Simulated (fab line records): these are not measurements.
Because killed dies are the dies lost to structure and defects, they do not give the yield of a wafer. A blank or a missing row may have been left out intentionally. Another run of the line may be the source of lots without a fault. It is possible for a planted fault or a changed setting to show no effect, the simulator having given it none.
Which tool is to blame? -- flow nandHarc -- 14 lots with 42 wafers sampled at 5 steps, on a route of 1302 steps

## WHAT THE GAUGES SHOWED, per wafer
NHARC_P_M0_THK_MEAS_24: measures by xrf.
lot,measured,on,thkNm (nm)
L413,day 6 07:09,filmMetro-02,115.8 116.3 117.5
L414,day 6 10:46,filmMetro-01,119.7 118.1 113.5
L416,day 7 05:43,filmMetro-01,115.9 118.2 117.9
L417,day 7 21:19,filmMetro-01,119.1 114.6 117.8
L418,day 8 10:19,filmMetro-01,119.0 116.6 118.1
L420,day 9 01:20,filmMetro-02,115.4 117.9 118.1
L424,day 10 21:35,filmMetro-02,118.5 118.5 120.2
L425,day 11 00:27,filmMetro-02,116.7 118.8 114.9
L427,day 12 06:35,filmMetro-01,117.6 118.6 115.1
L428,day 12 07:34,filmMetro-01,116.3 116.6 119.5
L430,day 12 23:58,filmMetro-01,115.1 115.5 117.9
L433,day 14 11:26,filmMetro-01,116.4 114.6 116.4
L434,day 14 18:43,filmMetro-02,118.9 118.8 118.6
L436,day 16 00:05,filmMetro-01,117.6 118.5 118.7

NHARC_P_M0_INSPECT_27.
lot,measured,on,rawDefectCount
L413,day 6 07:19,defectInspect-02,143 138 127
L414,day 6 10:55,defectInspect-02,204 330 293
L416,day 7 05:53,defectInspect-01,136 302 233
L417,day 7 21:28,defectInspect-01,424 322 271
L418,day 8 10:29,defectInspect-01,283 505 531
L420,day 9 01:29,defectInspect-02,295 358 505
L424,day 10 21:47,defectInspect-02,335 295 421
L425,day 11 00:38,defectInspect-01,160 242 126
L427,day 12 06:45,defectInspect-01,118 169 83
L428,day 12 07:43,defectInspect-01,176 199 187
L430,day 13 00:07,defectInspect-01,403 312 180
L433,day 14 11:36,defectInspect-02,221 191 196
L434,day 14 18:52,defectInspect-01,427 769 399
L436,day 16 00:14,defectInspect-01,250 185 164

NHARC_P_M1_CD_MEAS_09: target cd 130 nm.
lot,measured,on,cdNm (nm)
L413,day 6 08:42,cdSem-03,128.9 129.7 129.4
L414,day 6 12:19,cdSem-02,129.4 130.3 129.2
L416,day 7 07:08,cdSem-02,128.3 130.1 129.2
L417,day 7 22:51,cdSem-02,128.6 130.6 129.7
L418,day 8 11:53,cdSem-01,129.1 128.1 129.8
L420,day 9 02:58,cdSem-01,129.9 129.5 129.4
L424,day 10 23:03,cdSem-03,129.9 129.2 130.2
L425,day 11 02:02,cdSem-02,128.9 130.0 129.2
L427,day 12 08:08,cdSem-01,129.8 130.6 129.4
L428,day 12 09:07,cdSem-01,148.4 149.4 148.4
L430,day 13 01:31,cdSem-02,148.0 148.3 148.6
L433,day 14 13:13,cdSem-01,129.7 128.5 129.3
L434,day 14 20:17,cdSem-03,129.7 129.0 129.1
L436,day 16 01:31,cdSem-03,128.2 129.4 130.2

## TOOL THAT RAN EACH LOT (tool first, then ch and the chambers of the sampled wafers, then the start)
lot,NHARC_P_M0_DEGAS_28,NHARC_P_M1_PEB_07
L413,"pvdSputter-03, day 6 05:46","lithoTrack-06 ch 0, day 6 08:37"
L414,"pvdSputter-03, day 6 09:22","lithoTrack-06 ch 0, day 6 12:14"
L416,"pvdSputter-02, day 7 04:19","lithoTrack-04 ch 0, day 7 07:04"
L417,"pvdSputter-01, day 7 17:58","lithoTrack-01 ch 0, day 7 22:46"
L418,"pvdSputter-02, day 8 08:55","lithoTrack-04 ch 0, day 8 11:48"
L420,"pvdSputter-01, day 8 23:55","lithoTrack-06 ch 0, day 9 02:53"
L424,"pvdSputter-03, day 10 20:13","lithoTrack-04 ch 0, day 10 22:58"
L425,"pvdSputter-01, day 10 23:04","lithoTrack-04 ch 0, day 11 01:58"
L427,"pvdSputter-01, day 12 05:11","lithoTrack-06 ch 0, day 12 08:03"
L428,"pvdSputter-03, day 12 06:09","lithoTrack-04 ch 0, day 12 09:02"
L430,"pvdSputter-01, day 12 22:34","lithoTrack-04 ch 0, day 13 01:26"
L433,"pvdSputter-03, day 14 10:04","lithoTrack-06 ch 0, day 14 13:08"
L434,"pvdSputter-03, day 14 17:19","lithoTrack-06 ch 0, day 14 20:12"
L436,"pvdSputter-01, day 15 22:42","lithoTrack-01 ch 0, day 16 01:26"
- NHARC_P_M0_DEGAS_28: time 60 s.
- NHARC_P_M1_PEB_07: peb time 65 s.

## WHAT THE TOOLS THEMSELVES READ (means of the sampled wafers that have a number; where no wafer has one, the mark that the record gives instead)
NHARC_P_M0_DEGAS_28.
lot,tool,heaterPowerW (W)
L413,pvdSputter-03,317
L414,pvdSputter-03,311
L416,pvdSputter-02,346
L417,pvdSputter-01,349
L418,pvdSputter-02,349
L420,pvdSputter-01,349
L424,pvdSputter-03,294
L425,pvdSputter-01,351
L427,pvdSputter-01,357
L428,pvdSputter-03,298
L430,pvdSputter-01,353
L433,pvdSputter-03,303
L434,pvdSputter-03,301
L436,pvdSputter-01,393

NHARC_P_M1_PEB_07.
lot,tool,heaterPowerTotalW (W),plateTempC (C)
L413,lithoTrack-06,156.6,100.08
L414,lithoTrack-06,156.5,100.07
L416,lithoTrack-04,156.7,100.04
L417,lithoTrack-01,156.2,100.11
L418,lithoTrack-04,156.7,100.04
L420,lithoTrack-06,156.5,100.03
L424,lithoTrack-04,156.3,99.80
L425,lithoTrack-04,156.4,100.02
L427,lithoTrack-06,156.0,99.92
L428,lithoTrack-04,169.9,106.02
L430,lithoTrack-04,169.9,106.05
L433,lithoTrack-06,156.3,100.08
L434,lithoTrack-06,156.6,99.87
L436,lithoTrack-01,156.5,99.88

## THE ANSWER, worked out from the rows above alone
Rule: what is usual is taken from the lots themselves. The widest of any qualifying gaps counts: lots, ordered by their means at a reading, are off when they make up no more than a third of the lots, leave a main group of 4 or more, and stand apart from it by 3 or more times the standard deviation of that group's means. The tables above print the reading to a certain number of digits; a main group whose means all agree to those digits is not used. Also off: a lot with no number at a reading for which 4 or more lots have one. Any other lot the step has rows for is counted as sound. After the gauges, taken in route order, come the tools' own readings; for these a lot's mean is taken, as printed above. The first step at which some lot is off is used, and at that step the reading that is off furthest; a lot without a number counts as furthest.
Off: L428, L430, at NHARC_P_M1_CD_MEAS_09 (cdNm). For the main group the mean is 129.4 nm and the standard deviation 0.27.
If a tool, at a process step before that reading, ran all the lots that are off and no sound lot after the first of them, it fits. Not tried: the gauges at NHARC_P_M1_CD_MEAS_09; whatever is off there is also off at NHARC_P_M1_PEB_07, on other tools, and gauge error can't account for it. One fits: NHARC_P_M1_PEB_07 on lithoTrack-04. Its last sound lot is L425 (day 11 01:58), its first lot that is off L428 (day 12 09:02): a fault that began between those two fits.
The tool's own readings at NHARC_P_M1_PEB_07 bear it out: on the lots that are off they differ by more than 5 times the standard deviation of the sound lots' means. heaterPowerTotalW reads 169.9 W there against 156.4 W on the sound lots; plateTempC reads 106.03 C there against 100.00 C on the sound lots.

## WHAT THE SIMULATOR HAD PUT IN
Drift in process parameters on lithoTrack-04 at NHARC_P_M1_PEB_07, starting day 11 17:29. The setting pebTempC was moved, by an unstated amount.
Shown lots that were struck: L428, L430. The rule given above showed the same thing.
